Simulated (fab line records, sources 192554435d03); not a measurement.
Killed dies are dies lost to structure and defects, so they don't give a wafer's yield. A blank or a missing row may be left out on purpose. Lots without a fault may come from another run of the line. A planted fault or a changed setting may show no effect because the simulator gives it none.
Which tool did it? | flow n5_finfet | 8 lots, 24 wafers sampled, at 4 steps of a route of 1938

WHAT THE GAUGES READ, wafer by wafer
N5_BEOL_M5_OCD_MEAS_38.
lot  | measured     | on     | trench_depth_nm (nm)
L770 | day 8 21:58  | ocd-01 | 71.5 71.1 69.7
L775 | day 9 10:43  | ocd-01 | 72.7 71.3 70.5
L780 | day 10 19:27 | ocd-02 | 70.0 71.9 69.7
L782 | day 11 22:16 | ocd-02 | 70.0 72.7 70.2
L784 | day 11 22:32 | ocd-02 | 3.3 73.2 2.5
L781 | day 12 00:51 | ocd-02 | 70.7 7.7 69.1
L791 | day 13 15:25 | ocd-02 | 72.4 71.0 72.4
L792 | day 14 02:17 | ocd-02 | 72.0 72.7 70.3

WHICH TOOL RAN EACH LOT (tool, then ch and the chambers of the sampled wafers, then the start)
lot  | N5_BEOL_M5_HM_OPEN_17             | N5_BEOL_M5_VIA_ETCH_34             | N5_BEOL_M5_STRIP_91
L770 | rie_metal-01 ch 0,1, day 8 18:04  | rie_diel-03 ch 0,1,2, day 8 21:43  | rie_diel-03 ch 0,1,2, day 8 21:58 or earlier
L775 | rie_metal-01 ch 1, day 9 06:35    | rie_diel-04 ch 0,1, day 9 10:28    | rie_diel-04 ch 0,1, day 9 10:43 or earlier
L780 | rie_metal-03 ch 0,1, day 10 17:23 | rie_diel-04 ch 1,2, day 10 19:13   | rie_diel-04 ch 1,2, day 10 19:27 or earlier
L782 | rie_metal-01 ch 0,1, day 11 20:08 | rie_diel-03 ch 0,1,2, day 11 22:01 | rie_diel-03 ch 0,1,2, day 11 22:16 or earlier
L784 | rie_metal-01 ch 0, day 11 20:19   | rie_diel-02 ch 0,1,3, day 11 22:17 | rie_diel-02 ch 0,1,3, day 11 22:32 or earlier
L781 | rie_metal-01 ch 0,1, day 11 23:12 | rie_diel-04 ch 2,3, day 12 00:37   | rie_diel-04 ch 2,3, day 12 00:51 or earlier
L791 | rie_metal-02 ch 0,1, day 13 12:17 | rie_diel-03 ch 0,1, day 13 15:10   | rie_diel-03 ch 0,1, day 13 15:25 or earlier
L792 | rie_metal-02 ch 0, day 14 00:47   | rie_diel-03 ch 1,2,3, day 14 02:02 | rie_diel-03 ch 1,2,3, day 14 02:17 or earlier
- N5_BEOL_M5_HM_OPEN_17: chemistry Cl2/BCl3, target TiN, target depth 20 nm, overetch 6 nm.
- N5_BEOL_M5_VIA_ETCH_34: etches SiCOH lowk in C4F6/O2, target depth 88.3 nm, time 39.2 s.
- N5_BEOL_M5_STRIP_91: strips in N2/H2, time 10 s.

THE ANSWER, worked out from the rows above alone
Rule: what is usual is taken from the lots themselves. Put in order of their means at a reading, lots are off if they are a third of the lots or fewer, leave a main group of 4 or more, and stand apart from it by a gap of 3 or more times the standard deviation of the main group's means; of several such gaps the widest counts. A main group whose means are all the same, to the digits that the tables above print for the reading, isn't used. A lot without any number at a reading at which 4 lots or more have one is off too. The other lots that the step has rows for count as sound.
Off: L784, L781, at N5_BEOL_M5_OCD_MEAS_38 (trench_depth_nm). The main group: mean 71.2 nm, standard deviation 0.5.
A tool fits if, at a process step before that reading, it ran every lot that is off, and no sound lot after the first of them. The gauges at N5_BEOL_M5_OCD_MEAS_38 are tried like those tools. N5_BEOL_M5_STRIP_91 gives no start for some lots, so the hours and the order of its lots are those of N5_BEOL_M5_OCD_MEAS_38. One fits: rie_metal-01 at N5_BEOL_M5_HM_OPEN_17. Its last sound lot is L782 (day 11 20:08), its first lot that is off L784 (day 11 20:19): a fault that began between those two fits.

WHAT THE SIMULATOR HAD PUT IN
Process parameter drift: rie_metal-01, from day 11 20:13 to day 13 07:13, at N5_BEOL_M5_HM_OPEN_17. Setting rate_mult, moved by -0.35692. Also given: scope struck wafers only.
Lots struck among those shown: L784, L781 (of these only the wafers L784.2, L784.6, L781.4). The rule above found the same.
